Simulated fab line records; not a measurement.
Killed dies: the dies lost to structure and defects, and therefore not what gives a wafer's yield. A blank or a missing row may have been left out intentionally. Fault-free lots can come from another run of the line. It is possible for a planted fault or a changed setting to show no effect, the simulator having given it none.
Which of the tools did it? || flow nand harc || 12 lots, 36 wafers sampled, at 5 steps of a route of 1302

## WHAT THE GAUGES SHOWED, per wafer
NHARC_END_SORT_01. Usual: killed at array 55, standard deviation 20; killed at other 1.2, standard deviation 1.3; killed at periphery 4.0, standard deviation 3; killed dies 60, standard deviation 21; killed open 3.2, standard deviation 1.9; killed short 2.5, standard deviation 1.6.
{"lot": "L582", "measured": "day 29 21:17", "on": "prober-01", "killed at array": "43 588 70", "killed at other": "1 6 1", "killed at periphery": "3 2 1", "killed dies": "47 596 72", "killed open": "3 4 3", "killed short": "3 0 5", "flag": "OFF"}
{"lot": "L585", "measured": "day 29 12:43", "on": "prober-01", "killed at array": "68 640 657", "killed at other": "0 2 1", "killed at periphery": "8 6 2", "killed dies": "76 648 660", "killed open": "4 4 2", "killed short": "1 1 3", "flag": "OFF"}
{"lot": "L584", "measured": "day 29 02:29", "on": "prober-02", "killed at array": "72 79 656", "killed at other": "3 2 4", "killed at periphery": "1 5 5", "killed dies": "76 86 665", "killed open": "0 5 3", "killed short": "0 1 2", "flag": "OFF"}
{"lot": "L590", "measured": "day 31 04:32", "on": "prober-02", "killed at array": "81 72 88", "killed at other": "1 0 1", "killed at periphery": "2 5 4", "killed dies": "84 77 93", "killed open": "6 2 3", "killed short": "0 2 3", "flag": ""}
{"lot": "L594", "measured": "day 33 03:04", "on": "prober-01", "killed at array": "50 54 48", "killed at other": "0 1 1", "killed at periphery": "0 2 2", "killed dies": "50 57 51", "killed open": "1 4 2", "killed short": "3 2 0", "flag": ""}

## TOOL THAT RAN EACH LOT (tool first, then ch and the chambers of the sampled wafers, then the start)
{"lot": "L573", "NHARC_A_STAIRCASE_ETCH_227": "rie diel-13 ch 2,3, day 15 19:23 or earlier", "NHARC_A_STAIRCASE_TRIM_229": "rie diel-13 ch 0,1,2, day 15 19:23", "NHARC_A_STAIRCASE_TRIM_231": "rie diel-13 ch 0,1,3, no start", "NHARC_A_STAIRCASE_ETCH_234": "rie diel-13 ch 0,2,3, no start"}
{"lot": "L575", "NHARC_A_STAIRCASE_ETCH_227": "rie diel-13 ch 0,1,2, day 16 22:49 or earlier", "NHARC_A_STAIRCASE_TRIM_229": "rie diel-04 ch 1,2, day 16 22:49", "NHARC_A_STAIRCASE_TRIM_231": "rie diel-04 ch 0,2, no start", "NHARC_A_STAIRCASE_ETCH_234": "rie diel-04 ch 1,2, no start"}
{"lot": "L576", "NHARC_A_STAIRCASE_ETCH_227": "rie diel-04 ch 1,2,3, day 17 13:07 or earlier", "NHARC_A_STAIRCASE_TRIM_229": "rie diel-13 ch 0,2, day 17 13:07", "NHARC_A_STAIRCASE_TRIM_231": "rie diel-13 ch 0,3, no start", "NHARC_A_STAIRCASE_ETCH_234": "rie diel-13 ch 0,2,3, no start"}
{"lot": "L582", "NHARC_A_STAIRCASE_ETCH_227": "rie diel-13 ch 0,1,2, day 20 14:52 or earlier", "NHARC_A_STAIRCASE_TRIM_229": "rie diel-13 ch 1,2,3, day 20 14:52", "NHARC_A_STAIRCASE_TRIM_231": "rie diel-13 ch 0,1,3, day 29 21:17 or earlier", "NHARC_A_STAIRCASE_ETCH_234": "rie diel-13 ch 0,1,2, day 29 21:17 or earlier"}
{"lot": "L585", "NHARC_A_STAIRCASE_ETCH_227": "rie diel-13 ch 0,3, day 20 19:50 or earlier", "NHARC_A_STAIRCASE_TRIM_229": "rie diel-13 ch 2,3, day 20 19:50", "NHARC_A_STAIRCASE_TRIM_231": "rie diel-13 ch 0,1, day 29 12:43 or earlier", "NHARC_A_STAIRCASE_ETCH_234": "rie diel-13 ch 0,1, day 29 12:43 or earlier"}
{"lot": "L584", "NHARC_A_STAIRCASE_ETCH_227": "rie diel-04 ch 2,3, day 20 23:02 or earlier", "NHARC_A_STAIRCASE_TRIM_229": "rie diel-13 ch 0,1,3, day 20 23:02", "NHARC_A_STAIRCASE_TRIM_231": "rie diel-13 ch 0,1,2, day 29 02:29 or earlier", "NHARC_A_STAIRCASE_ETCH_234": "rie diel-13 ch 0,2, day 29 02:29 or earlier"}
{"lot": "L588", "NHARC_A_STAIRCASE_ETCH_227": "rie diel-13 ch 1,2,3, day 22 12:29 or earlier", "NHARC_A_STAIRCASE_TRIM_229": "rie diel-04 ch 1,2,3, day 22 12:29", "NHARC_A_STAIRCASE_TRIM_231": "rie diel-04 ch 0,2, no start", "NHARC_A_STAIRCASE_ETCH_234": "rie diel-04 ch 0,3, no start"}
{"lot": "L590", "NHARC_A_STAIRCASE_ETCH_227": "rie diel-04 ch 0,1,3, day 22 20:33 or earlier", "NHARC_A_STAIRCASE_TRIM_229": "rie diel-04 ch 0,2,3, day 22 20:33", "NHARC_A_STAIRCASE_TRIM_231": "rie diel-04 ch 0,1,2, day 31 04:32 or earlier", "NHARC_A_STAIRCASE_ETCH_234": "rie diel-04 ch 0,1,3, day 31 04:32 or earlier"}
{"lot": "L589", "NHARC_A_STAIRCASE_ETCH_227": "rie diel-04 ch 0,3, day 22 21:23 or earlier", "NHARC_A_STAIRCASE_TRIM_229": "rie diel-08 ch 0,1, day 22 21:23", "NHARC_A_STAIRCASE_TRIM_231": "rie diel-08 ch 1,2,3, no start", "NHARC_A_STAIRCASE_ETCH_234": "rie diel-08 ch 0,1, no start"}
{"lot": "L592", "NHARC_A_STAIRCASE_ETCH_227": "rie diel-13 ch 2,3, day 24 08:03 or earlier", "NHARC_A_STAIRCASE_TRIM_229": "rie diel-04 ch 0,1,2, day 24 08:03", "NHARC_A_STAIRCASE_TRIM_231": "rie diel-04 ch 0,3, no start", "NHARC_A_STAIRCASE_ETCH_234": "rie diel-04 ch 0,1,2, no start"}
{"lot": "L594", "NHARC_A_STAIRCASE_ETCH_227": "rie diel-08 ch 0,1,2, day 24 23:26 or earlier", "NHARC_A_STAIRCASE_TRIM_229": "rie diel-13 ch 0,1,2, day 24 23:26", "NHARC_A_STAIRCASE_TRIM_231": "rie diel-13 ch 1,2,3, day 33 03:04 or earlier", "NHARC_A_STAIRCASE_ETCH_234": "rie diel-13 ch 1,2,3, day 33 03:04 or earlier"}
{"lot": "L596", "NHARC_A_STAIRCASE_ETCH_227": "rie diel-04 ch 1,2, day 25 19:59 or earlier", "NHARC_A_STAIRCASE_TRIM_229": "rie diel-04 ch 0,1, day 25 19:59", "NHARC_A_STAIRCASE_TRIM_231": "rie diel-04 ch 0,1, no start", "NHARC_A_STAIRCASE_ETCH_234": "rie diel-04 ch 0,3, no start"}
- NHARC_A_STAIRCASE_ETCH_227: etches the open film in C4F8/O2, target depth 100 nm, time 40.5 s.
- NHARC_A_STAIRCASE_TRIM_229: chemistry O2, time 211.2 s.
- NHARC_A_STAIRCASE_TRIM_231: chemistry O2, time 211.2 s.
- NHARC_A_STAIRCASE_ETCH_234: etches the open film in C4F8/O2, target depth 100 nm, time 40.5 s.

## AS READ BY THE TOOLS THEMSELVES (means over the sampled wafers that have a number; for cases with no such wafer, the mark the record gives instead)
NHARC_A_STAIRCASE_ETCH_227. Usual: oes product au 0.944 a.u., standard deviation 0.013; rf vpp V 897 V, standard deviation 5.6.
{"lot": "L573", "tool": "rie diel-13", "oes product au (a.u.)": 0.956, "rf vpp V (V)": 894, "flag": ""}
{"lot": "L575", "tool": "rie diel-13", "oes product au (a.u.)": 0.948, "rf vpp V (V)": 898, "flag": ""}
{"lot": "L576", "tool": "rie diel-04", "oes product au (a.u.)": 0.948, "rf vpp V (V)": 901, "flag": ""}
{"lot": "L582", "tool": "rie diel-13", "oes product au (a.u.)": 0.955, "rf vpp V (V)": 898, "flag": ""}
{"lot": "L585", "tool": "rie diel-13", "oes product au (a.u.)": 0.925, "rf vpp V (V)": 888, "flag": ""}
{"lot": "L584", "tool": "rie diel-04", "oes product au (a.u.)": 0.944, "rf vpp V (V)": 901, "flag": ""}
{"lot": "L588", "tool": "rie diel-13", "oes product au (a.u.)": 0.954, "rf vpp V (V)": 896, "flag": ""}
{"lot": "L590", "tool": "rie diel-04", "oes product au (a.u.)": 0.936, "rf vpp V (V)": 899, "flag": ""}
{"lot": "L589", "tool": "rie diel-04", "oes product au (a.u.)": 0.937, "rf vpp V (V)": 897, "flag": ""}
{"lot": "L592", "tool": "rie diel-13", "oes product au (a.u.)": 0.948, "rf vpp V (V)": 889, "flag": ""}
{"lot": "L594", "tool": "rie diel-08", "oes product au (a.u.)": 0.941, "rf vpp V (V)": 896, "flag": ""}
{"lot": "L596", "tool": "rie diel-04", "oes product au (a.u.)": 0.948, "rf vpp V (V)": 904, "flag": ""}

NHARC_A_STAIRCASE_TRIM_229. Usual: drypump motor current A 5.8 A, standard deviation 0.48; oes product au 1.001 a.u., standard deviation 0.011; rf vpp V 57.8 V, standard deviation 0.92; showerhead plenum p Torr 3.55 Torr, standard deviation 0.16; throttle valve pct 17.037 %, standard deviation 0.0088.
{"lot": "L573", "tool": "rie diel-13", "drypump motor current A (A)": 5.8, "oes product au (a.u.)": 1.011, "rf vpp V (V)": 57.9, "showerhead plenum p Torr (Torr)": 3.60, "throttle valve pct (%)": 17.036, "flag": ""}
{"lot": "L575", "tool": "rie diel-04", "drypump motor current A (A)": 5.2, "oes product au (a.u.)": 1.001, "rf vpp V (V)": 58.5, "showerhead plenum p Torr (Torr)": 3.74, "throttle valve pct (%)": 17.038, "flag": ""}
{"lot": "L576", "tool": "rie diel-13", "drypump motor current A (A)": 5.9, "oes product au (a.u.)": 1.005, "rf vpp V (V)": 57.3, "showerhead plenum p Torr (Torr)": 3.50, "throttle valve pct (%)": 17.029, "flag": ""}
{"lot": "L582", "tool": "rie diel-13", "drypump motor current A (A)": 6.0, "oes product au (a.u.)": 1.070, "rf vpp V (V)": 58.0, "showerhead plenum p Torr (Torr)": 3.54, "throttle valve pct (%)": 17.035, "flag": "OFF"}
{"lot": "L585", "tool": "rie diel-13", "drypump motor current A (A)": 6.4, "oes product au (a.u.)": 1.128, "rf vpp V (V)": 57.4, "showerhead plenum p Torr (Torr)": 3.38, "throttle valve pct (%)": 17.040, "flag": "OFF"}
{"lot": "L584", "tool": "rie diel-13", "drypump motor current A (A)": 6.0, "oes product au (a.u.)": 1.063, "rf vpp V (V)": 58.8, "showerhead plenum p Torr (Torr)": 3.49, "throttle valve pct (%)": 17.031, "flag": "OFF"}
{"lot": "L588", "tool": "rie diel-04", "drypump motor current A (A)": 5.7, "oes product au (a.u.)": 1.004, "rf vpp V (V)": 57.6, "showerhead plenum p Torr (Torr)": 3.63, "throttle valve pct (%)": 17.029, "flag": ""}
{"lot": "L590", "tool": "rie diel-04", "drypump motor current A (A)": 6.2, "oes product au (a.u.)": 1.007, "rf vpp V (V)": 57.5, "showerhead plenum p Torr (Torr)": 3.60, "throttle valve pct (%)": 17.039, "flag": ""}
{"lot": "L589", "tool": "rie diel-08", "drypump motor current A (A)": 5.8, "oes product au (a.u.)": 1.005, "rf vpp V (V)": 58.3, "showerhead plenum p Torr (Torr)": 3.49, "throttle valve pct (%)": 17.035, "flag": ""}
{"lot": "L592", "tool": "rie diel-04", "drypump motor current A (A)": 5.6, "oes product au (a.u.)": 0.992, "rf vpp V (V)": 58.5, "showerhead plenum p Torr (Torr)": 3.69, "throttle valve pct (%)": 17.033, "flag": ""}
{"lot": "L594", "tool": "rie diel-13", "drypump motor current A (A)": 5.8, "oes product au (a.u.)": 1.005, "rf vpp V (V)": 58.2, "showerhead plenum p Torr (Torr)": 3.56, "throttle valve pct (%)": 17.040, "flag": ""}
{"lot": "L596", "tool": "rie diel-04", "drypump motor current A (A)": 5.7, "oes product au (a.u.)": 0.988, "rf vpp V (V)": 57.7, "showerhead plenum p Torr (Torr)": 3.63, "throttle valve pct (%)": 17.049, "flag": ""}

NHARC_A_STAIRCASE_TRIM_231. Usual: drypump motor current A 5.8 A, standard deviation 0.47; oes product au 1.000 a.u., standard deviation 0.011; rf vpp V 57.9 V, standard deviation 0.94; showerhead plenum p Torr 3.55 Torr, standard deviation 0.16; throttle valve pct 17.036 %, standard deviation 0.0088.
{"lot": "L573", "tool": "rie diel-13", "drypump motor current A (A)": 6.0, "oes product au (a.u.)": 0.998, "rf vpp V (V)": 58.0, "showerhead plenum p Torr (Torr)": 3.52, "throttle valve pct (%)": 17.037, "flag": ""}
{"lot": "L575", "tool": "rie diel-04", "drypump motor current A (A)": 6.1, "oes product au (a.u.)": 1.006, "rf vpp V (V)": 58.7, "showerhead plenum p Torr (Torr)": 3.76, "throttle valve pct (%)": 17.040, "flag": ""}
{"lot": "L576", "tool": "rie diel-13", "drypump motor current A (A)": 6.4, "oes product au (a.u.)": 0.999, "rf vpp V (V)": 57.2, "showerhead plenum p Torr (Torr)": 3.35, "throttle valve pct (%)": 17.033, "flag": ""}
{"lot": "L582", "tool": "rie diel-13", "drypump motor current A (A)": 6.0, "oes product au (a.u.)": 0.998, "rf vpp V (V)": 57.9, "showerhead plenum p Torr (Torr)": 3.50, "throttle valve pct (%)": 17.041, "flag": ""}
{"lot": "L585", "tool": "rie diel-13", "drypump motor current A (A)": 5.6, "oes product au (a.u.)": 0.995, "rf vpp V (V)": 57.5, "showerhead plenum p Torr (Torr)": 3.65, "throttle valve pct (%)": 17.036, "flag": ""}
{"lot": "L584", "tool": "rie diel-13", "drypump motor current A (A)": 5.8, "oes product au (a.u.)": 0.996, "rf vpp V (V)": 57.5, "showerhead plenum p Torr (Torr)": 3.57, "throttle valve pct (%)": 17.042, "flag": ""}
{"lot": "L588", "tool": "rie diel-04", "drypump motor current A (A)": 6.1, "oes product au (a.u.)": 0.996, "rf vpp V (V)": 58.4, "showerhead plenum p Torr (Torr)": 3.68, "throttle valve pct (%)": 17.041, "flag": ""}
{"lot": "L590", "tool": "rie diel-04", "drypump motor current A (A)": 5.6, "oes product au (a.u.)": 1.002, "rf vpp V (V)": 57.2, "showerhead plenum p Torr (Torr)": 3.69, "throttle valve pct (%)": 17.045, "flag": ""}
{"lot": "L589", "tool": "rie diel-08", "drypump motor current A (A)": 5.6, "oes product au (a.u.)": 1.004, "rf vpp V (V)": 57.8, "showerhead plenum p Torr (Torr)": 3.45, "throttle valve pct (%)": 17.041, "flag": ""}
{"lot": "L592", "tool": "rie diel-04", "drypump motor current A (A)": 6.2, "oes product au (a.u.)": 0.988, "rf vpp V (V)": 58.4, "showerhead plenum p Torr (Torr)": 3.55, "throttle valve pct (%)": 17.032, "flag": ""}
{"lot": "L594", "tool": "rie diel-13", "drypump motor current A (A)": 6.0, "oes product au (a.u.)": 0.998, "rf vpp V (V)": 57.5, "showerhead plenum p Torr (Torr)": 3.52, "throttle valve pct (%)": 17.036, "flag": ""}
{"lot": "L596", "tool": "rie diel-04", "drypump motor current A (A)": 5.7, "oes product au (a.u.)": 0.996, "rf vpp V (V)": 57.6, "showerhead plenum p Torr (Torr)": 3.63, "throttle valve pct (%)": 17.040, "flag": ""}

NHARC_A_STAIRCASE_ETCH_234. Usual: oes product au 0.943 a.u., standard deviation 0.013; rf vpp V 897 V, standard deviation 5.7.
{"lot": "L573", "tool": "rie diel-13", "oes product au (a.u.)": 0.953, "rf vpp V (V)": 893, "flag": ""}
{"lot": "L575", "tool": "rie diel-04", "oes product au (a.u.)": 0.939, "rf vpp V (V)": 905, "flag": ""}
{"lot": "L576", "tool": "rie diel-13", "oes product au (a.u.)": 0.940, "rf vpp V (V)": 892, "flag": ""}
{"lot": "L582", "tool": "rie diel-13", "oes product au (a.u.)": 0.941, "rf vpp V (V)": 898, "flag": ""}
{"lot": "L585", "tool": "rie diel-13", "oes product au (a.u.)": 0.937, "rf vpp V (V)": 900, "flag": ""}
{"lot": "L584", "tool": "rie diel-13", "oes product au (a.u.)": 0.949, "rf vpp V (V)": 894, "flag": ""}
{"lot": "L588", "tool": "rie diel-04", "oes product au (a.u.)": 0.938, "rf vpp V (V)": 895, "flag": ""}
{"lot": "L590", "tool": "rie diel-04", "oes product au (a.u.)": 0.935, "rf vpp V (V)": 898, "flag": ""}
{"lot": "L589", "tool": "rie diel-08", "oes product au (a.u.)": 0.949, "rf vpp V (V)": 895, "flag": ""}
{"lot": "L592", "tool": "rie diel-04", "oes product au (a.u.)": 0.945, "rf vpp V (V)": 902, "flag": ""}
{"lot": "L594", "tool": "rie diel-13", "oes product au (a.u.)": 0.944, "rf vpp V (V)": 896, "flag": ""}
{"lot": "L596", "tool": "rie diel-04", "oes product au (a.u.)": 0.929, "rf vpp V (V)": 897, "flag": ""}

## THE ANSWER, worked out from the rows above alone
Rule: lot off if the mean of its wafers having a number is beyond 3 standard deviations from the usual mean. A lot without any number at a reading at which 4 lots or more have one is off too. Any other lot the step has rows for is counted as sound. First the gauges in route order, then the tools' own readings, where a lot's mean is used as printed above. At the first step where some lot is off, the reading lying furthest off is the one used; lots without a number count as furthest.
Off: L582, L585, L584 (NHARC_END_SORT_01, killed at array). Neither off nor sound, because the step has no rows for them: L573, L575, L576, L588, L589, L592, L596.
If a tool, at a process step before that reading, ran all the lots that are off and no sound lot after the first of them, it fits. The gauges at NHARC_END_SORT_01 aren't tried: what is off there is off at NHARC_A_STAIRCASE_TRIM_229 too, on other tools, and a gauge's error can't cause that. With no start given for some of its lots, NHARC_A_STAIRCASE_ETCH_227 uses the hours and lot order of NHARC_A_STAIRCASE_TRIM_229. With no start given for some of its lots, NHARC_A_STAIRCASE_TRIM_231 uses the hours and lot order of NHARC_END_SORT_01. With no start given for some of its lots, NHARC_A_STAIRCASE_ETCH_234 uses the hours and lot order of NHARC_END_SORT_01. Of those tried, none fits.

## WHAT HAD BEEN PUT IN BY THE SIMULATOR
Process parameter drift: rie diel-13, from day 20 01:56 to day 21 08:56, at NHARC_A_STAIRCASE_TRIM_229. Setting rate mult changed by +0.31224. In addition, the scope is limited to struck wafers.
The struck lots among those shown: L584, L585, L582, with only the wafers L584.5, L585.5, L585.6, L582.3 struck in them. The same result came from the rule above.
